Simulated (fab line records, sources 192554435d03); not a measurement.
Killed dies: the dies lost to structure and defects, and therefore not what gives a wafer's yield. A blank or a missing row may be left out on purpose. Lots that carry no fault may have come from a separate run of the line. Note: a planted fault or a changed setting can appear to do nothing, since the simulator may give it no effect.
fab line records -- flow n5-finfet
[record] lots = 4, wafers = 12, last-day = 17
route steps=1938 shown BEOL_M3@1009 BEOL_M4@1021 PASSIVATION@1936
lots that met no fault: taken from a fault-free run of the same line
start-h: start of the lot's first displayed wafer, in hours after the record's first day -- wait-h: time in hours since the lot's previous step -- " the same as in the row above -- L1.1+2: several wafers, shown together as one row -- - no value, or no start was given -- * or withheld: withheld -- < > ~ a bound
route shown NAME@n: a module of which the file shows steps, and the number in the route of the first -- usual: average and standard deviation across the fault-free wafers -- same: alike in all rows -- chamber/n: place in a boat -- sites: the reading at each site -- _std_site: the values' standard deviation -- _edge_site: outer sites' mean less inner sites' -- radius-mm: how far each site lies from the wafer's centre -- mask NAME#n: copy n -- behind: the tool/chamber that last shaped the wafer -- hold: why the lot went on hold/how many hours it stayed there/how the hold came to an end -- device: the n, p or np transistor that did not switch -- end of line: tests run on the same wafers once the route is complete -- a step with no rows: only its recipe -- killed: at the first sort, the dies lost to defects and structure; wafer yield is something else -- map: a wafer's dies, marking killed ones x, the rest . and places with no die _
set.NAME: the run value of the setting; set.NAME@STEP: its run value at that earlier step -- model.NAME: the simulator's own value behind a step, which no gauge read
lots at selected steps of the route; one table per step, one row per wafer
services: the hour from which a tool's chamber was out of use, counted from the record's first day as start-h (under 0 if before that day), plus the number of hours and why
[[steps]]
[step N5_BEOL_M3_ANNEAL_95]
[recipe] temp-c = 400, time-s = 240, ambient = vacuum
[step N5_BEOL_M3_SPUTTER_96]
[recipe] material = Cu, target-thk-a = 45, temp-c = -20, chamber-pressure-pa = 0.07, power-w = withheld, time-s = 8.29
[step N5_BEOL_M3_ECD_50]
[recipe] material = Cu, target-thk-a = 3000
[step N5_BEOL_M3_ANNEAL_51]
[recipe] temp-c = 225, time-s = 90, ambient = N2
[step N5_BEOL_M3_CMP_52]
[recipe] stop-on = SiOC, t-overpolish-s = 6.8, down-force-psi = 1, platen-rpm = 50, clearing-platen-down-force-psi = 1.5, clearing-platen-rpm = 50, post-cmp-clean = cu-alkaline, target-thk-nm = 40, clearing-platen-pad-velocity-m-s = 0.99484, pad-velocity-m-s = 0.99484
[step N5_BEOL_M3_PRE_CLEAN_60]
[recipe] gas = NH3/H2, time-s = 15, temp-c = *, rf-power-w = 300
[step N5_BEOL_M3_CO_CAP_55]
[recipe] material = Co, target-thk-a = 20, temp-c = 200, precursor = CCTBA/H2, pressure-torr = 30, time-s = 102.1
[step N5_BEOL_M3_PRE_CLEAN_56]
[recipe] gas = NH3, time-s = 15, temp-c = withheld, rf-power-w = 300
[step N5_BEOL_M3_DEP_57]
[recipe] material = SiCN, target-thk-a = 80, temp-c = withheld, precursor = 3MS/NH3, pressure-torr = 3, rf-w = 202, time-s = 14
[step N5_BEOL_M4_ILD_DEP_00]
[recipe] material = SiOC, target-thk-a = 790, temp-c = 350, precursor = DEMS/O2, pressure-torr = 5, rf-w = 500, time-s = 15.3
[usual] chamber-pressure-Torr = 5.000/0.01, heater-power-outer-w = 249/40, heater-power-w = 462/43, showerhead-plenum-p-Torr = 5.695/0.012, throttle-valve-pct = 12.0/0.69
lot.wafer,tool,chamber,start-h,wait-h,chamber-pressure-Torr,heater-power-outer-w,heater-power-w,showerhead-plenum-p-Torr,since-wet-clean-h,throttle-valve-pct,model.SiOC_of_BEOL_M4_ILD_DEP_00.thk-nm
L385.2,pecvd-02,0,181.79,0.0,4.996,345,570,5.703,1067,12.0,78.2
L385.3,pecvd-02,1,181.79,0.0,5.002,231,411,5.692,1792,11.8,78
L385.6,pecvd-02,0,181.79,0.0,4.992,331,539,5.687,-,11.6,80.6
L394.1,pecvd-02,2,253.47,0.0,5.004,241,458,5.673,356,12.3,108.6
L394.4,pecvd-02,0,253.47,0.0,5.018,348,566,5.698,-,11.6,110.4
L394.6,pecvd-02,2,253.47,0.0,4.994,238,460,5.684,-,11.9,109.6
L396.2,pecvd-02,1,254.97,0.0,4.989,253,454,5.698,1865,11.8,110
L396.3,pecvd-02,0,254.97,0.0,5.028,321,540,5.708,1140,11.5,110.4
L396.6,pecvd-02,1,254.97,0.0,4.993,259,464,5.699,-,11.7,110.4
L402.1,pecvd-01,0,291.43,0.0,5.016,234,437,5.714,995,12.1,77.6
L402.3,pecvd-01,1,291.43,0.0,4.989,227,500,5.692,1720,13.5,77.6
L402.6,pecvd-01,2,291.43,0.0,4.986,274,489,5.701,-,11.5,79.2
[step N5_BEOL_M4_THK_MEAS_01]
[recipe] reads = SiOC_of_BEOL_M4_ILD_DEP_00
[usual] M4_ILD_THK = 79.2/0.97
lot.wafer,tool,chamber,start-h,wait-h,M4_ILD_THK[nm]
L385.2,film-metro-02,-,181.86,0.1,78.3
L385.3,film-metro-02,-,181.86,0.1,78.1
L385.6,film-metro-02,-,181.86,0.1,80.7
L394.1,film-metro-01,-,253.54,0.0,108.5
L394.4,film-metro-01,-,253.54,0.0,110.4
L394.6,film-metro-01,-,253.54,0.0,109.7
L396.2,film-metro-02,-,255.04,0.1,109.9
L396.3,film-metro-02,-,255.04,0.1,110.4
L396.6,film-metro-02,-,255.04,0.1,110.4
L402.1,film-metro-01,-,291.49,0.0,77.7
L402.3,film-metro-01,-,291.49,0.0,77.8
L402.6,film-metro-01,-,291.49,0.0,79.2
[step N5_BEOL_M4_PECVD_72]
[recipe] material = SiO2, target-thk-a = 160, temp-c = 400, precursor = TEOS/O2, pressure-torr = 5.5, rf-w = 450, teos-flow-sccm = 53.8, gas = O2, flow-sccm = 3000, time-s = 18
[step N5_BEOL_M4_HM_DEP_02]
[recipe] material = TiN, target-thk-a = 200, temp-c = 25, chamber-pressure-pa = 0.49996
[step N5_BEOL_M4_COAT_61]
[recipe] resist = SOC, temp-c = 250, time-s = 60, spin-rpm = 1500, resist-thk-nm = 60
[step N5_BEOL_M4_COAT_62]
[recipe] resist = SiARC, temp-c = 220, time-s = 60, spin-rpm = 1500, resist-thk-nm = 12
[step N5_BEOL_M4_COAT_73]
[recipe] resist = underlayer, temp-c = 205, time-s = 60, spin-rpm = 1500, resist-thk-nm = 5
[step N5_BEOL_M4_COAT_05]
[recipe] resist = CAR-EUV, spin-rpm = 1500, resist-thk-nm = 30
[step N5_BEOL_M4_EBR_07]
[recipe] solvent = PGMEA, ebr-width-mm = 1.5
[step N5_BEOL_M4_SOFTBAKE_06]
[recipe] temp-c = 110, time-s = 60, resist = CAR-EUV
[step N5_BEOL_M4_EXPOSE_08]
[recipe] mask-id = M4, na = 0.33, source-shape = dipole, sigma-inner = 0.369, sigma-outer = 0.767, polarization = unpolarized, dose-mj = 41.25
[step N5_BEOL_M4_PEB_09]
[recipe] peb-temp-c = 100, peb-time-s = 60, resist = CAR-EUV
[step N5_BEOL_M4_DEVELOP_10]
[recipe] develop-time-s = 30, developer = TMAH, resist = CAR-EUV, rinse-liquid = surfactant-rinse, dry = air-spin, dev-temp-c = 23
[step N5_BEOL_M4_DESCUM_16]
[recipe] chemistry = O2, time-s = 7, source-power-w = 50, bias-power-w = 20, pressure-mtorr = 20, rf-frequency-hz = 2.712e+07, temp-c = 40, resist = CAR-EUV, o2-flow-sccm = 225
[step N5_BEOL_M4_ETCH_74]
[recipe] chemistry = N2/H2, target = underlayer, target-depth-a = 65, mask-material = CAR-EUV, time-s = 5.2, ion-energy-ev = 200, pressure-mtorr = 30, source-w = 840, bias-w = 150, n2-flow-sccm = 200, h2-flow-sccm = 200, ends = cleared
[step N5_BEOL_M4_ETCH_63]
[recipe] chemistry = CF4, target = SiARC, target-depth-a = 156, mask-material = CAR-EUV, time-s = 26, ion-energy-ev = 80, pressure-mtorr = 40, source-w = 545, bias-w = 36, Ar_flow_sccm = 100, cf4-flow-sccm = 100, ends = cleared
[step N5_BEOL_M4_ETCH_64]
[recipe] chemistry = N2/H2, target = SOC, target-depth-a = 750, overetch-a = 225, mask-material = SiARC, temp-c = 40, time-s = 121.9, ion-energy-ev = 200, pressure-mtorr = 30, source-w = 840, bias-w = 150, n2-flow-sccm = 200, h2-flow-sccm = 200
[step N5_BEOL_M4_STRIP_65]
[recipe] chemistry = N2/H2, temp-c = 40, n2-flow-sccm = 200, h2-flow-sccm = 200, rf-frequency-hz = 6e+07
[step N5_BEOL_M4_STRIP_75]
[recipe] chemistry = N2/H2, temp-c = 40, n2-flow-sccm = 200, h2-flow-sccm = 200, rf-frequency-hz = 6e+07
[step N5_BEOL_M4_STRIP_66]
[recipe] chemistry = CF4, resist = SiARC, power-w = 300, bias-power-w = 75, pressure-mtorr = 50, cf4-flow-sccm = 150, rf-frequency-hz = 6e+07
[step N5_BEOL_M4_HM_OPEN_17]
[recipe] chemistry = Cl2/BCl3, target-depth-a = 200, overetch-a = 60, target = TiN, mask-material = SOC, ion-energy-ev = 150, pressure-mtorr = 10, icp-w = 1000, bias-w = 126, Cl2_flow_sccm = 53.25, bcl3-flow-sccm = 21.75, Ar_flow_sccm = 25
[step N5_BEOL_M4_STRIP_19]
[recipe] chemistry = O2, power-w = 400, temp-c = 40, pressure-mtorr = 30, rf-frequency-hz = 6e+07, bias-power-w = 0, overash-fraction = 0.2, o2-flow-sccm = 225
[step N5_BEOL_M4_COAT_67]
[recipe] resist = SOC, temp-c = 250, time-s = 60, spin-rpm = 1500, resist-thk-nm = 60
[step N5_BEOL_M4_COAT_68]
[recipe] resist = SiARC, temp-c = 220, time-s = 60, spin-rpm = 1500, resist-thk-nm = 12
[step N5_BEOL_M4_COAT_76]
[recipe] resist = underlayer, temp-c = 205, time-s = 60, spin-rpm = 1500, resist-thk-nm = 5
[step N5_BEOL_M4_COAT_22]
[recipe] resist = CAR-EUV, spin-rpm = 1500, resist-thk-nm = 30
[step N5_BEOL_M4_CMP_52]
[recipe] stop-on = SiOC, t-overpolish-s = 6.8, down-force-psi = 1, platen-rpm = 50, clearing-platen-down-force-psi = 1.5, clearing-platen-rpm = 50, post-cmp-clean = cu-alkaline, target-thk-nm = 40, clearing-platen-pad-velocity-m-s = 0.99484, pad-velocity-m-s = 0.99484
[usual] clearing-platen-down-force-psi = 1.500/0.0031, motor-current-A = 6.1/0.63, retaining-ring-pressure-frac = 1.000/0.005
lot.wafer,tool,chamber,start-h,wait-h,clearing-platen-down-force-psi,motor-current-A,retaining-ring-pressure-frac,model.SiOC_of_BEOL_M4_ILD_DEP_00.thk-nm
L385.2,cmp-04,0,200.62,0.3,1.500,4.8,0.998,75.2
L385.3,cmp-04,1,200.62,0.3,1.500,6.3,1.005,75
L385.6,cmp-04,1,200.62,0.3,1.500,6.7,0.997,77.6
L394.1,cmp-03,1,263.13,0.3,1.501,6.4,1.001,105.6
L394.4,cmp-03,2,263.13,0.3,1.498,5.8,0.987,107.4
L394.6,cmp-03,2,263.13,0.3,1.499,5.7,0.991,106.6
L396.3,cmp-02,3,265.05,0.2,1.495,6.3,0.999,107.4
L396.2,cmp-02,0,265.05,0.2,1.503,5.9,0.993,106.8
L396.6,cmp-02,2,265.05,0.2,1.503,6.2,0.987,107.4
L402.1,cmp-02,2,304.24,0.3,1.500,5.4,1.000,74.6
L402.3,cmp-02,3,304.24,0.3,1.501,6.7,1.004,74.6
L402.6,cmp-02,1,304.24,0.3,1.498,6.9,0.995,76.2
[step N5_BEOL_M4_RC_MEAS_101]
[usual] DIBL_N = 36.6/1.1, DIBL_P = 36.8/1.6, IOFF_N = 0.169/0.024, IOFF_P = 0.206/0.028, ION_N = 679/9.2, ION_P = 462/7, SS_N = 71.6/0.57, SS_P = 73.3/0.57, VT_N = 248.8/2.4, VT_P = -251/3
lot.wafer,tool,chamber,start-h,wait-h,DIBL_N[mV/V],DIBL_P[mV/V],IOFF_N[nA/um],IOFF_P[nA/um],ION_N[uA/um],ION_P[uA/um],SS_N[mV/dec],SS_P[mV/dec],VT_N[mV],VT_P[mV]
L385.2,prober-01,0,201.41,0.2,37.1,37.3,0.182,0.215,673,456,72.2,74.1,248.4,-249
L385.3,prober-01,0,201.41,0.2,34.8,34.9,0.143,0.182,679,459,71.5,73.5,248.1,-255
L385.6,prober-01,0,201.41,0.2,36.6,37.7,0.185,0.224,687,465,72.3,74.0,247.1,-252
L402.1,prober-01,0,304.79,0.0,38.7,38.7,0.226,0.232,698,466,72.6,73.9,243.9,-249
L402.3,prober-01,0,304.79,0.0,38.3,39.5,0.212,0.242,684,466,72.2,74.1,247.3,-249
L402.6,prober-01,0,304.79,0.0,37.5,36.6,0.187,0.199,677,461,72.4,72.7,248.9,-250
[step N5_PASSIVATION_PROBE_49]
[usual] defect-limited-yield = 91.1/1.5, killed_at_M0_to_M3 = 36/11, killed_at_M4_up = 14/5.6, killed-at-contacts = 11/5.6, killed-at-front-end = 40/12, killed-at-other = 4/3.2, killed-dies = 105/17, killed-on-rim = 14/3.4, killed-open = 69/12, killed-short = 34/8.4, sort_bin_5_function = 5.2/0.95, sort_bin_6_memory = 3.3/0.63, sort-n-pass = 1075/17, sort-yield-pct = 91.1/1.5
[same] gross-dies = 1180, killed-at-back-side = 0, sort_bin_4_leakage[%] = 0, sort_bin_8_speed[%] = 0
lot.wafer,tool,chamber,start-h,wait-h,defect-limited-yield[%],killed_at_M0_to_M3,killed_at_M4_up,killed-at-contacts,killed-at-front-end,killed-at-other,killed-dies,killed-on-rim,killed-open,killed-short,sort_bin_5_function[%],sort_bin_6_memory[%],sort-n-pass,sort-yield-pct[%]
L385.2,prober-01,-,324.12,0.1,89.3,46,22,15,38,5,126,18,84,37,6.1,4.3,1054,89.3
L385.3,prober-01,-,324.17,0.1,89.7,51,13,10,43,4,121,18,79,41,5.7,4.2,1059,89.7
L385.6,prober-01,-,324.32,0.3,89.3,53,11,5,52,5,126,16,87,36,7.0,3.3,1054,89.3
L394.1,prober-01,-,367.42,0.0,0.2,33,1085,11,46,3,1178,151,72,43,95.8,3.5,2,0.2
L394.4,prober-01,-,367.57,0.2,0.3,64,1075,6,27,5,1177,149,77,36,95.5,4.2,3,0.3
L394.6,prober-01,-,367.67,0.3,0.3,35,1114,7,20,1,1177,149,55,14,96.9,2.5,3,0.3
L396.2,prober-02,-,376.74,0.1,0.2,30,1057,12,76,3,1178,150,72,51,94.4,4.5,2,0.2
L396.3,prober-02,-,376.79,0.1,0.1,48,1063,15,44,9,1179,151,81,43,95.7,4.0,1,0.1
L396.6,prober-02,-,376.94,0.3,0.1,33,1075,10,52,9,1179,151,80,35,96.2,3.5,1,0.1
// killed by level:class
L385.2 MOL_CONTACT_COAG:geometric-particle:open=13 BEOL_M2:geometric-particle:open=10 BEOL_M0_SAQP:geometric-particle:open=10 BEOL_M0_SAQP:geometric-particle:short=8 DUMMY_GATE:geometric-particle:open=7 FIN_SAQP:geometric-particle:open=6 FIN_SAQP:geometric-particle:short=6 BEOL_M4:geometric-particle:open=6
L385.3 FIN_SAQP:geometric-particle:short=10 MOL_CONTACT_COAG:geometric-particle:open=9 BEOL_M3:geometric-particle:open=8 BEOL_M0_SAQP:geometric-particle:short=8 BEOL_M2:geometric-particle:open=8 BEOL_M4:geometric-particle:open=8 STI_FIN_REVEAL:geometric-particle:open=7 DUMMY_GATE:geometric-particle:open=7
L385.6 FIN_SAQP:geometric-particle:open=17 BEOL_M2:geometric-particle:open=12 FIN_SAQP:geometric-particle:short=11 BEOL_M3:geometric-particle:open=11 BEOL_M0_SAQP:geometric-particle:open=9 BEOL_M0_SAQP:geometric-particle:short=7 MOL_CONTACT_COAG:geometric-particle:open=5 DUMMY_GATE:geometric-particle:open=4
L394.1 BEOL_M4:area-dep=1062 FIN_SAQP:geometric-particle:short=12 MOL_CONTACT_COAG:geometric-particle:open=10 FIN_SAQP:geometric-particle:open=9 BEOL_M3:geometric-particle:open=9 BEOL_M0_SAQP:geometric-particle:short=7 BEOL_M4:geometric-particle:open=7 BEOL_M2:geometric-particle:open=6
L394.4 BEOL_M4:area-dep=1064 BEOL_M3:geometric-particle:open=13 BEOL_M2:geometric-particle:open=12 BEOL_M1:geometric-particle:open=10 BEOL_M0_SAQP:geometric-particle:short=10 FIN_SAQP:geometric-particle:open=9 FIN_SAQP:geometric-particle:short=8 BEOL_M0_SAQP:geometric-particle:open=6
L394.6 BEOL_M4:area-dep=1107 BEOL_M1:geometric-particle:open=10 BEOL_M2:geometric-particle:open=8 MOL_CONTACT_COAG:geometric-particle:open=7 STARTING-WAFER:geometric-particle:open=5 BEOL_M0:geometric-particle:open=4 BEOL_M3:geometric-particle:open=4 FIN_CUT:geometric-particle:open=3
L396.2 BEOL_M4:area-dep=1049 FIN_SAQP:geometric-particle:short=21 STI_FIN_REVEAL:geometric-particle:open=19 MOL_CONTACT_COAG:geometric-particle:open=11 BEOL_M1:geometric-particle:open=7 FIN_SAQP:geometric-particle:open=6 BEOL_M0_SAQP:geometric-particle:short=6 HKMG_FIN:area-etch=6
L396.3 BEOL_M4:area-dep=1054 MOL_CONTACT_COAG:geometric-particle:open=15 FIN_SAQP:geometric-particle:short=12 BEOL_M1:geometric-particle:open=12 STI_FIN_REVEAL:geometric-particle:open=10 BEOL_M0_SAQP:geometric-particle:open=9 BEOL_M2:geometric-particle:open=7 FIN_SAQP:geometric-particle:open=6
L396.6 BEOL_M4:area-dep=1061 STI_FIN_REVEAL:geometric-particle:open=23 MOL_CONTACT_COAG:geometric-particle:open=9 BEOL_M2:geometric-particle:open=7 FIN_SAQP:geometric-particle:short=6 BEOL_M3:geometric-particle:open=6 MIM_BOT:geometric-particle:short=5 DUMMY_GATE:geometric-particle:open=5
// map L394.1 (x killed, . not)
_________________xxxxxxxxxxxx________________
______________xxxxxxxxxxxxxxxxxx_____________
___________xxxxxxxxxxxxxxxxxxxxxxxx__________
__________xxxxxxxxxxxxxxxxxxxxxxxxxx_________
________xxxxxxxxxxxxxxxxxxxxxxxxxxxxxx_______
_______xxxxxxxxxxxxxxxxxxxxxxxxxxxxxxxx______
______xxxxxxxxxxxxxxxxxxxxxxxxxxxxxxxxxx_____
_____xxxxxxxxxxxxxxxxxxxxxxxxxxxxxxxxxxxx____
____xxxxxxxxxxxxxxxxxxxxxxxxxxxxxxxxxxxxxx___
___xxxxxxxxxxxxxxxxxxxxxxxxxxxxxxxxxxxxxxxx__
___xxxxxxxxxxxxxxxxxxxxxxxxxxxxxxxxxxxxxxxx__
__xxxxxxxxxxxxxxxxxxxxxxxxxxxxxxxxxxxxxxxxxx_
__xxxxxxxxxxxxxxxxxxxxxxxxxxxxxxxxxxxxxxxxxx_
_xxxxxxxxxxxxxxxxxxxxxxxxxxxxxxxxxxxxxxxxxxx.
_xxxxxxxxxxxxxxxxxxxxxxxxxxxxxxxxxxxxxxxxxx.x
_xxxxxxxxxxxxxxxxxxxxxxxxxxxxxxxxxxxxxxxxxxxx
_xxxxxxxxxxxxxxxxxxxxxxxxxxxxxxxxxxxxxxxxxxxx
_xxxxxxxxxxxxxxxxxxxxxxxxxxxxxxxxxxxxxxxxxxxx
_xxxxxxxxxxxxxxxxxxxxxxxxxxxxxxxxxxxxxxxxxxxx
_xxxxxxxxxxxxxxxxxxxxxxxxxxxxxxxxxxxxxxxxxxxx
_xxxxxxxxxxxxxxxxxxxxxxxxxxxxxxxxxxxxxxxxxxxx
__xxxxxxxxxxxxxxxxxxxxxxxxxxxxxxxxxxxxxxxxxx_
__xxxxxxxxxxxxxxxxxxxxxxxxxxxxxxxxxxxxxxxxxx_
___xxxxxxxxxxxxxxxxxxxxxxxxxxxxxxxxxxxxxxxx__
___xxxxxxxxxxxxxxxxxxxxxxxxxxxxxxxxxxxxxxxx__
____xxxxxxxxxxxxxxxxxxxxxxxxxxxxxxxxxxxxxx___
_____xxxxxxxxxxxxxxxxxxxxxxxxxxxxxxxxxxxx____
______xxxxxxxxxxxxxxxxxxxxxxxxxxxxxxxxxx_____
_______xxxxxxxxxxxxxxxxxxxxxxxxxxxxxxxx______
________xxxxxxxxxxxxxxxxxxxxxxxxxxxxxx_______
__________xxxxxxxxxxxxxxxxxxxxxxxxxx_________
___________xxxxxxxxxxxxxxxxxxxxxxxx__________
______________xxxxxxxxxxxxxxxxxx_____________
_________________xxxxxxxxxxxx________________
// map L396.3 (x killed, . not)
_________________xxxxxxxxxxxx________________
______________xxxxxxxxxxxxxxxxxx_____________
___________xxxxxxxxxxxxxxxxxxxxxxxx__________
__________xxxxxxxxxxxxxxxxxxxxxxxxxx_________
________xxxxxxxxxxxxxxxxxxxxxxxxxxxxxx_______
_______.xxxxxxxxxxxxxxxxxxxxxxxxxxxxxxx______
______xxxxxxxxxxxxxxxxxxxxxxxxxxxxxxxxxx_____
_____xxxxxxxxxxxxxxxxxxxxxxxxxxxxxxxxxxxx____
____xxxxxxxxxxxxxxxxxxxxxxxxxxxxxxxxxxxxxx___
___xxxxxxxxxxxxxxxxxxxxxxxxxxxxxxxxxxxxxxxx__
___xxxxxxxxxxxxxxxxxxxxxxxxxxxxxxxxxxxxxxxx__
__xxxxxxxxxxxxxxxxxxxxxxxxxxxxxxxxxxxxxxxxxx_
__xxxxxxxxxxxxxxxxxxxxxxxxxxxxxxxxxxxxxxxxxx_
_xxxxxxxxxxxxxxxxxxxxxxxxxxxxxxxxxxxxxxxxxxxx
_xxxxxxxxxxxxxxxxxxxxxxxxxxxxxxxxxxxxxxxxxxxx
_xxxxxxxxxxxxxxxxxxxxxxxxxxxxxxxxxxxxxxxxxxxx
_xxxxxxxxxxxxxxxxxxxxxxxxxxxxxxxxxxxxxxxxxxxx
_xxxxxxxxxxxxxxxxxxxxxxxxxxxxxxxxxxxxxxxxxxxx
_xxxxxxxxxxxxxxxxxxxxxxxxxxxxxxxxxxxxxxxxxxxx
_xxxxxxxxxxxxxxxxxxxxxxxxxxxxxxxxxxxxxxxxxxxx
_xxxxxxxxxxxxxxxxxxxxxxxxxxxxxxxxxxxxxxxxxxxx
__xxxxxxxxxxxxxxxxxxxxxxxxxxxxxxxxxxxxxxxxxx_
__xxxxxxxxxxxxxxxxxxxxxxxxxxxxxxxxxxxxxxxxxx_
___xxxxxxxxxxxxxxxxxxxxxxxxxxxxxxxxxxxxxxxx__
___xxxxxxxxxxxxxxxxxxxxxxxxxxxxxxxxxxxxxxxx__
____xxxxxxxxxxxxxxxxxxxxxxxxxxxxxxxxxxxxxx___
_____xxxxxxxxxxxxxxxxxxxxxxxxxxxxxxxxxxxx____
______xxxxxxxxxxxxxxxxxxxxxxxxxxxxxxxxxx_____
_______xxxxxxxxxxxxxxxxxxxxxxxxxxxxxxxx______
________xxxxxxxxxxxxxxxxxxxxxxxxxxxxxx_______
__________xxxxxxxxxxxxxxxxxxxxxxxxxx_________
___________xxxxxxxxxxxxxxxxxxxxxxxx__________
______________xxxxxxxxxxxxxxxxxx_____________
_________________xxxxxxxxxxxx________________
[[services]]
tool,chamber,start-h,hours,kind
cmp-02,-,167.59,0.3,repair
pecvd-01,2,172.57,2.1,scheduled-down
cmp-03,-,188.76,1.9,repair
pecvd-02,-,190.02,14.6,pm
pecvd-02,0,215.90,2.2,repair
cmp-04,-,216.84,2.2,repair
cmp-04,-,233.82,0.3,repair
cmp-03,-,246.69,4.0,pm
cmp-03,-,250.69,-,consumable-replace:conditioner
cmp-03,-,250.69,-,consumable-replace:pad
cmp-02,-,255.37,4.0,pm
cmp-04,-,264.04,5.4,repair
cmp-03,-,273.77,4.5,pm
cmp-03,-,292.87,4.8,pm
[[key]]
[first-sign] step = N5_BEOL_M4_THK_MEAS_01, reading = M4_ILD_THK, direction = up, sigmas = 32, usual = 79.2, struck = 109.9
[effect] step = N5_PASSIVATION_PROBE_49, reading = killed_at_M4_up, direction = up, sigmas = 99+, usual = 14, struck = 1078
[model-effect] step = N5_BEOL_M4_ILD_DEP_00, value = SiOC_of_BEOL_M4_ILD_DEP_00.thk-nm, without = 78.9, struck = 109.9
[model-effect] step = N5_BEOL_M4_CMP_52, value = SiOC_of_BEOL_M4_ILD_DEP_00.thk-nm, without = 75.9, struck = 106.9
[more-kills-born-at] N5_BEOL_M4_ILD_DEP_00@pecvd-02 = 6397
met-at N5_BEOL_M4_ILD_DEP_00
struck-wafers L394.1,L394.4,L394.6,L396.2,L396.3,L396.6
later-rows-left-out L394.1,L394.4,L394.6,L396.2,L396.3,L396.6
onset-between 181.79 253.47
[fault] kind = process-parameter-drift, tool = pecvd-02, chamber = -, onset-h = 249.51, steps = N5_BEOL_M4_ILD_DEP_00, channel = time-s, offset = *, shape = step, end-h = 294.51, acts-in = *, stated = *
// later-rows-left-out: the simulator's readings of these wafers behind a module that went badly wrong aren't trusted and aren't shown, but for the sort
